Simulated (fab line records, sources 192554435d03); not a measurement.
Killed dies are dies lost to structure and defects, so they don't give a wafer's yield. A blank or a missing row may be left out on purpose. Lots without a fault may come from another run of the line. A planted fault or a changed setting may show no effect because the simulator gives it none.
fab line records | flow n5_finfet | part 1 of 2: steps 1 to 4 of 6
record lots=21 wafers=63 last_day=18
route steps=1938 shown DUMMY_GATE@242 SD_EPI_N@270 SD_EPI_P@308
lots that met no fault: from a run of the same line without faults
start_h: hours from the record's first day to the start of the lot's first wafer shown | wait_h: hours since the lot's step before | " the same as in the row above | L1.1+2: a row that stands for several wafers | - no value, or no start given | * or withheld: withheld | < > ~ a bound
route shown NAME@n: a module of which the file shows steps, and the number in the route of the first | usual: mean/standard deviation of fault-free wafers | same: alike in all rows | chamber/n: place in a boat | sites: the reading at each site | _std_site: their standard deviation | _edge_site: outer sites' mean less inner sites' | radius_mm: how far each site lies from the wafer's centre | mask NAME#n: copy n | behind: the tool/chamber that last shaped the wafer | hold: why the lot was held/for how many hours/how that ended | device: the transistor (n, p or np) that didn't switch | end of line: the same wafers' tests at the end of the route | a step without rows: its recipe alone | killed: dies lost to structure and defects at the first sort, not the wafer's yield | map: a wafer's dies, x killed, . not, _ none there
set.NAME: the setting as run; set.NAME@STEP: as run at that earlier step | model.NAME: the simulator's own value behind a step, which no gauge read
steps of the route over a sample of lots; a table a step, a row a wafer
services: from which hour (start_h, from the record's first day; less than 0 if before it) a tool's chamber was out of use, for how many hours, and why
## steps
# step N5_DUMMY_GATE_CD_MEAS_50
# recipe target_cd_nm=14
# usual cd_nm=14.07/0.27
# columns lot.wafer tool chamber start_h wait_h cd_nm
L074.3 cd_sem-01 - 46.17 0.0 14.36
L074.4 " - " " 13.87
L074.5 " - " " 14.32
L075.1 cd_sem-03 - 54.65 0.0 14.31
L075.2 " - " " 13.99
L075.5 " - " " 13.86
L077.1 cd_sem-02 - 67.83 0.0 14.24
L077.3 " - " " 14.27
L077.4 " - " " 13.70
L078.1 cd_sem-03 - 75.14 0.0 13.94
L078.2 " - " " 14.39
L078.5 " - " " 14.55
L079.2 cd_sem-01 - 76.28 0.0 13.77
L079.4 " - " " 13.66
L079.6 " - " " 14.28
L080.1 cd_sem-02 - 83.41 0.0 13.76
L080.2 " - " " 14.06
L080.4 " - " " 14.03
L081.1 cd_sem-01 - 91.44 0.0 13.82
L081.3 " - " " 13.94
L081.6 " - " " 13.77
L082.1 cd_sem-03 - 96.58 0.0 14.31
L082.3 " - " " 14.43
L082.5 " - " " 13.85
L083.1 cd_sem-02 - 99.90 0.0 14.13
L083.3 " - " " 13.93
L083.4 " - " " 13.84
L084.1 cd_sem-01 - 108.07 0.0 14.09
L084.3 " - " " 14.48
L084.6 " - " " 14.26
L085.3 cd_sem-01 - 116.02 0.0 14.21
L085.4 " - " " 14.09
L085.5 " - " " 14.07
L086.4 cd_sem-03 - 122.76 0.1 14.38
L086.5 " - " " 14.18
L086.6 " - " " 14.30
L087.1 cd_sem-01 - 125.98 0.0 14.28
L087.2 " - " " 14.30
L087.5 " - " " 13.87
L089.1 cd_sem-03 - 135.73 0.0 13.84
L089.5 " - " " 13.74
L089.6 " - " " 13.58
L090.1 cd_sem-03 - 146.82 0.0 14.03
L090.2 " - " " 14.17
L090.5 " - " " 13.95
L091.2 cd_sem-03 - 149.71 0.0 14.44
L091.3 " - " " 14.48
L091.6 " - " " 13.95
L092.1 cd_sem-01 - 157.12 0.0 14.43
L092.3 " - " " 14.12
L092.4 " - " " 14.02
L093.3 cd_sem-02 - 166.52 0.0 13.78
L093.5 " - " " 13.94
L093.6 " - " " 13.88
L094.1 cd_sem-03 - 167.86 0.0 14.10
L094.2 " - " " 14.56
L094.6 " - " " 14.35
L095.2 cd_sem-03 - 175.62 0.0 13.94
L095.3 " - " " 13.93
L095.5 " - " " 13.92
L097.1 cd_sem-03 - 187.72 0.0 14.34
L097.4 " - " " 13.88
L097.6 " - " " 14.42
# step N5_DUMMY_GATE_HM_OPEN_21
# recipe chemistry=CH3F/O2 target=SiNx target_depth_a=1200 Ar_flow_sccm=150 CH3F_flow_sccm=30 O2_flow_sccm=23 time_s=171.4 pressure_mtorr=30 source_w=395 bias_w=73 ion_energy_ev=120.7
# usual CH3F_flow_sccm=29.99/0.092 drypump_motor_current_A=5.5/0.32 oes_product_au=0.77/0.083 rf_vpp_V=298.3/2.4 showerhead_plenum_p_Torr=2.02/0.063 throttle_valve_pct=16.42/0.25
# columns lot.wafer tool chamber start_h wait_h CH3F_flow_sccm drypump_motor_current_A oes_product_au rf_hours_counter_h rf_vpp_V showerhead_plenum_p_Torr throttle_valve_pct
L074.3 rie_diel-01 3 46.30 0.0 30.05 5.3 0.70 204 303.9 2.00 16.49
L074.4 " 1 " " 30.00 5.8 0.75 174 299.1 2.02 16.81
L074.5 " 1 " " 29.94 5.8 0.75 - 299.5 2.02 16.81
L075.1 rie_diel-02 3 54.95 0.0 29.97 5.9 0.73 177 297.2 2.09 16.49
L075.2 " 0 " " 30.08 5.8 0.74 177 298.5 2.10 16.56
L075.5 " 1 " " 29.78 5.7 0.68 - 297.1 1.92 16.62
L077.1 rie_diel-02 1 67.96 0.0 29.89 5.7 0.69 243 294.7 1.91 16.61
L077.3 " 3 " " 29.95 5.9 0.73 180 297.7 2.09 16.52
L077.4 " 2 " " 30.15 6.0 0.78 124 299.3 1.95 16.37
L078.1 rie_diel-02 0 75.31 0.0 29.95 5.8 0.74 182 296.9 2.10 16.58
L078.2 " 2 " " 30.11 6.0 0.78 126 299.0 1.95 16.36
L078.5 " 2 " " 29.95 6.0 0.78 - 297.6 1.95 16.37
L079.2 rie_diel-01 3 76.41 0.0 29.95 5.3 0.69 213 302.8 2.00 16.51
L079.4 " 1 " " 30.13 5.7 0.73 182 298.6 2.02 16.83
L079.6 " 1 " " 29.90 5.8 0.73 - 296.3 2.02 16.84
L080.1 rie_diel-04 1 83.54 0.0 30.01 5.2 0.90 37 296.4 1.98 16.49
L080.2 " 3 " " 30.04 5.2 0.68 231 297.9 1.91 16.44
L080.4 " 0 " " 30.09 4.9 0.74 171 300.6 2.09 16.43
L081.1 rie_diel-04 1 91.58 0.0 29.90 5.2 0.91 39 296.8 1.97 16.49
L081.3 " 0 " " 29.83 5.0 0.74 173 299.8 2.09 16.43
L081.6 " 0 " " 29.85 5.0 0.74 - 300.1 2.09 16.43
L082.1 rie_diel-04 1 96.94 0.0 29.79 5.2 0.90 40 296.5 1.97 16.48
L082.3 " 2 " " 29.98 5.5 0.78 143 298.6 2.11 16.42
L082.5 " 3 " " 30.03 5.2 0.67 - 298.7 1.91 16.44
L083.1 rie_diel-04 2 100.08 0.0 29.95 5.5 0.78 144 299.4 2.11 16.39
L083.3 " 0 " " 30.17 4.9 0.74 176 300.5 2.09 16.45
L083.4 " 3 " " 29.87 5.2 0.68 236 298.5 1.91 16.43
L084.1 rie_diel-01 1 108.20 0.0 29.91 5.7 0.75 188 298.0 2.01 16.84
L084.3 " 2 " " 30.13 5.3 0.92 17 298.4 1.99 16.00
L084.6 " 2 " " 29.96 5.4 0.92 - 298.4 1.99 16.00
L085.3 rie_diel-01 0 116.15 0.0 29.86 5.9 0.86 46 295.5 2.05 16.04
L085.4 " 1 " " 29.91 5.8 0.74 191 299.0 2.01 16.85
L085.5 " 3 " " 29.93 5.3 0.69 - 301.6 2.00 16.53
L086.4 rie_diel-01 2 123.10 0.0 30.05 5.4 0.91 21 299.2 1.99 16.00
L086.5 " 0 " " 30.08 5.8 0.85 - 293.6 2.05 16.03
L086.6 " 3 " " 30.06 5.3 0.68 - 303.5 1.99 16.54
L087.1 rie_diel-02 3 126.11 0.0 30.00 5.9 0.72 193 297.4 2.09 16.54
L087.2 " 2 " " 30.05 6.0 0.76 141 298.4 1.94 16.41
L087.5 " 2 " " 30.06 6.0 0.76 - 298.4 1.94 16.40
L089.1 rie_diel-01 2 135.86 0.0 29.96 5.4 0.90 26 300.4 1.99 16.00
L089.5 " 1 " " 30.03 5.8 0.73 - 298.8 2.01 16.86
L089.6 " 0 " " 30.07 5.9 0.85 - 294.0 2.05 16.04
L090.1 rie_diel-01 2 146.95 0.0 30.03 5.3 0.89 31 299.6 1.99 16.02
L090.2 " 3 " " 30.10 5.3 0.67 238 302.9 1.99 16.55
L090.5 " 2 " " 30.09 5.4 0.89 - 299.9 1.99 16.02
L091.2 rie_diel-01 3 149.84 0.0 30.08 5.3 0.68 239 302.5 1.99 16.54
L091.3 " 2 " " 29.87 5.4 0.88 32 297.8 1.98 16.02
L091.6 " 1 " " 30.01 5.8 0.72 - 297.1 2.01 16.87
L092.1 rie_diel-04 3 157.30 0.0 30.07 5.2 0.68 246 298.8 1.91 16.47
L092.3 " 2 " " 29.91 5.5 0.77 153 296.2 2.10 16.42
L092.4 " 1 " " 29.93 5.2 0.88 51 296.4 1.97 16.51
L093.3 rie_diel-04 3 166.65 0.0 29.85 5.2 0.68 248 298.7 1.91 16.47
L093.5 " 2 " " 29.83 5.5 0.77 - 297.1 2.10 16.44
L093.6 " 3 " " 29.94 5.1 0.67 - 297.6 1.91 16.47
L094.1 rie_diel-01 2 168.17 0.0 29.86 5.4 0.87 39 300.6 1.98 16.04
L094.2 " 3 " " 30.08 5.3 0.67 245 301.4 1.99 16.56
L094.6 " 2 " " 29.86 5.3 0.88 - 299.5 1.98 16.05
L095.2 rie_diel-04 1 175.83 0.0 30.22 5.2 0.87 55 297.1 1.97 16.53
L095.3 " 0 " " 30.05 4.9 0.73 192 299.5 2.08 16.47
L095.5 " 0 " " 29.98 4.9 0.73 - 300.4 2.08 16.49
L097.1 rie_diel-04 1 187.85 0.0 30.11 5.2 0.86 59 295.9 1.97 16.52
L097.4 " 0 " " 29.98 5.0 0.73 196 299.6 2.08 16.49
L097.6 " 0 " " 30.06 5.0 0.72 - 299.2 2.08 16.50
# step N5_SD_EPI_N_CD_MEAS_09
# recipe target_cd_nm=120 landing_energy_ev=500 detector=se_inlens
# usual cd_nm=119.7/0.58
# columns lot.wafer tool chamber start_h wait_h cd_nm
L074.3 cd_sem-01 0 49.00 - 118.9
L074.4 " 0 " " 118.6
L074.5 " 0 " " 118.7
L075.1 cd_sem-02 0 57.00 - 119.3
L075.2 " 0 " " 119.6
L075.5 " 0 " " 119.7
L077.1 cd_sem-03 0 69.61 - 119.9
L077.3 " 0 " " 120.0
L077.4 " 0 " " 120.5
L078.1 cd_sem-02 0 77.83 - 120.0
L078.2 " 0 " " 120.3
L078.5 " 0 " " 119.4
L079.2 cd_sem-02 0 78.63 - 120.1
L079.4 " 0 " " 119.4
L079.6 " 0 " " 119.2
L080.1 cd_sem-01 0 85.19 - 119.9
L080.2 " 0 " " 120.3
L080.4 " 0 " " 119.7
L081.1 cd_sem-01 0 94.14 - 120.0
L081.3 " 0 " " 120.2
L081.6 " 0 " " 119.6
L082.1 cd_sem-03 0 100.36 - 119.9
L082.3 " 0 " " 120.1
L082.5 " 0 " " 120.4
L083.1 cd_sem-02 0 102.21 - 119.6
L083.3 " 0 " " 119.8
L083.4 " 0 " " 119.9
L084.1 cd_sem-01 0 109.83 - 120.0
L084.3 " 0 " " 119.2
L084.6 " 0 " " 120.0
L085.3 cd_sem-03 0 117.67 - 118.4
L085.4 " 0 " " 119.2
L085.5 " 0 " " 118.9
L086.4 cd_sem-02 0 126.19 - 120.4
L086.5 " 0 " " 120.0
L086.6 " 0 " " 119.9
L087.1 cd_sem-01 0 127.77 - 119.8
L087.2 " 0 " " 120.0
L087.5 " 0 " " 120.0
L089.1 cd_sem-01 0 137.60 - 119.3
L089.5 " 0 " " 119.8
L089.6 " 0 " " 120.0
L090.1 cd_sem-03 0 148.48 - 119.3
L090.2 " 0 " " 119.2
L090.5 " 0 " " 119.6
L091.2 cd_sem-02 0 151.50 - 120.8
L091.3 " 0 " " 120.0
L091.6 " 0 " " 121.0
L092.1 cd_sem-03 0 158.90 - 119.7
L092.3 " 0 " " 119.7
L092.4 " 0 " " 119.5
L093.3 cd_sem-01 0 168.17 - 119.1
L093.5 " 0 " " 119.6
L093.6 " 0 " " 119.2
L094.1 cd_sem-02 0 169.81 - 120.0
L094.2 " 0 " " 121.0
L094.6 " 0 " " 120.0
L095.2 cd_sem-01 0 177.86 - 119.2
L095.3 " 0 " " 119.1
L095.5 " 0 " " 119.3
L097.1 cd_sem-01 0 190.41 - 119.7
L097.4 " 0 " " 119.0
L097.6 " 0 " " 119.0
# step N5_SD_EPI_N_ETCH_34
# recipe chemistry=CF4 target=SiARC target_depth_a=455 mask_material=CAR-ArF-block time_s=75.8 ion_energy_ev=80 pressure_mtorr=40 source_w=545 bias_w=36 Ar_flow_sccm=100 cf4_flow_sccm=100 ends=cleared
# usual drypump_motor_current_A=5.8/0.39 etch_rf_on_time_s=75.6/1.2 oes_product_au=0.67/0.083 rf_vpp_V=183.7/1.4 showerhead_plenum_p_Torr=2.12/0.087 throttle_valve_pct=15.64/0.25
# columns lot.wafer tool chamber start_h wait_h drypump_motor_current_A etch_rf_on_time_s oes_product_au rf_hours_counter_h rf_vpp_V showerhead_plenum_p_Torr throttle_valve_pct
L074.3 rie_diel-03 0 49.16 0.0 5.6 74.7 0.64 168 183.4 2.14 15.48
L074.4 " 1 " " 5.9 76.1 0.61 212 185.6 2.21 16.09
L074.5 " 2 " " 6.1 75.5 0.67 - 183.6 1.99 15.75
L075.1 rie_diel-03 2 57.52 0.0 6.1 75.9 0.67 119 181.5 1.99 15.76
L075.2 " 0 " " 5.6 75.7 0.63 172 182.6 2.13 15.50
L075.5 " 0 " " 5.6 75.9 0.63 - 182.5 2.13 15.51
L077.1 rie_diel-05 3 69.73 0.0 5.8 76.5 0.60 233 181.7 2.03 15.64
L077.3 " 0 " " 5.3 75.4 0.63 198 181.7 2.05 16.08
L077.4 " 2 " " 5.4 74.9 0.60 238 182.7 2.03 15.76
L078.1 rie_diel-03 0 77.95 0.0 5.5 75.7 0.63 180 183.6 2.13 15.52
L078.2 " 1 " " 5.9 76.9 0.59 225 186.5 2.20 16.11
L078.5 " 2 " " 6.2 76.1 0.66 - 182.6 1.99 15.78
L079.2 rie_diel-05 0 78.94 0.0 5.3 76.1 0.62 201 182.5 2.05 16.08
L079.4 " 2 " " 5.4 75.7 0.59 241 181.3 2.03 15.77
L079.6 " 3 " " 5.8 78.0 0.59 - 183.8 2.03 15.66
L080.1 rie_diel-06 2 85.32 0.0 6.3 75.7 0.60 214 183.5 2.12 15.74
L080.2 " 0 " " 5.8 75.1 0.74 62 182.7 2.09 15.38
L080.4 " 3 " " 6.4 75.2 0.59 - 184.0 2.12 15.76
L081.1 rie_diel-05 0 94.26 0.0 5.3 76.1 0.61 205 182.5 2.04 16.08
L081.3 " 2 " " 5.3 75.7 0.60 244 183.9 2.03 15.80
L081.6 " 1 " " 6.0 77.7 0.60 - 182.3 2.05 15.38
L082.1 rie_diel-03 2 101.12 0.0 6.2 76.2 0.66 135 180.9 1.99 15.79
L082.3 " 3 " " 6.2 75.2 0.69 83 184.3 2.26 15.78
L082.5 " 3 " " 6.1 75.5 0.69 - 184.9 2.26 15.78
L083.1 rie_diel-06 0 102.34 0.0 5.8 75.8 0.73 68 182.6 2.08 15.40
L083.3 " 2 " " 6.3 74.6 0.60 220 183.5 2.12 15.73
L083.4 " 0 " " 5.8 75.4 0.73 - 182.9 2.08 15.42
L084.1 rie_diel-05 1 109.95 0.0 5.9 76.8 0.60 190 181.1 2.05 15.37
L084.3 " 2 " " 5.4 75.2 0.59 250 182.6 2.03 15.81
L084.6 " 2 " " 5.4 75.4 0.60 - 182.0 2.03 15.81
L085.3 rie_diel-06 1 118.08 0.0 5.4 73.1 0.86 2 186.0 2.27 15.32
L085.4 " 0 " " 5.8 75.5 0.73 - 182.4 2.08 15.43
L085.5 " 2 " " 6.3 75.0 0.60 - 183.8 2.11 15.75
L086.4 rie_diel-06 0 127.18 0.0 5.8 76.9 0.71 79 183.1 2.08 15.44
L086.5 " 2 " " 6.3 76.6 0.59 - 182.0 2.11 15.77
L086.6 " 3 " " 6.4 76.2 0.59 - 183.8 2.11 15.79
L087.1 rie_diel-03 3 128.95 0.0 6.1 74.7 0.68 92 184.3 2.25 15.83
L087.2 " 1 " " 5.9 77.7 0.58 245 184.9 2.19 16.15
L087.5 " 0 " " 5.5 75.8 0.61 - 182.6 2.12 15.54
L089.1 rie_diel-06 3 137.73 0.0 6.5 74.9 0.58 247 183.0 2.11 15.81
L089.5 " 1 " " 5.4 72.8 0.82 - 185.8 2.27 15.34
L089.6 " 2 " " 6.3 75.1 0.59 - 185.0 2.11 15.78
L090.1 rie_diel-03 2 148.60 0.0 6.1 76.2 0.65 156 183.7 1.98 15.85
L090.2 " 0 " " 5.5 77.2 0.60 211 184.6 2.12 15.58
L090.5 " 0 " " 5.6 77.2 0.61 - 185.1 2.12 15.58
L091.2 rie_diel-06 2 152.55 0.0 6.3 75.4 0.58 246 184.9 2.11 15.81
L091.3 " 0 " " 5.8 76.7 0.70 90 184.7 2.08 15.46
L091.6 " 2 " " 6.3 75.4 0.59 - 184.2 2.11 15.80
L092.1 rie_diel-06 1 159.70 0.0 5.4 73.5 0.79 27 185.1 2.27 15.36
L092.3 " 0 " " 5.8 75.5 0.71 94 183.4 2.08 15.45
L092.4 " 3 " " 6.4 75.4 0.82 - 183.9 2.11 15.31
L093.3 rie_diel-06 0 168.81 0.0 5.8 76.2 0.69 101 183.8 2.07 15.47
L093.5 " 1 " " 5.4 73.3 0.77 - 187.1 2.26 15.39
L093.6 " 0 " " 5.7 75.6 0.70 - 183.8 2.07 15.48
L094.1 rie_diel-06 0 170.80 0.0 5.8 76.5 0.69 102 183.2 2.07 15.47
L094.2 " 3 " " 6.4 76.1 0.79 12 183.7 2.11 15.33
L094.6 " 3 " " 6.4 76.7 0.78 - 183.4 2.10 15.33
L095.2 rie_diel-06 0 179.14 0.0 5.8 75.1 0.69 106 182.6 2.07 15.49
L095.3 " 3 " " 6.4 75.0 0.78 16 181.2 2.10 15.35
L095.5 " 2 " " 6.3 73.4 0.87 - 183.6 2.10 15.30
L097.1 rie_diel-05 0 190.54 0.0 5.3 77.2 0.61 221 183.5 2.04 16.11
L097.4 " 2 " " 5.4 75.1 0.82 - 185.4 2.28 15.34
L097.6 " 1 " " 6.0 77.7 0.59 - 181.2 2.04 15.40
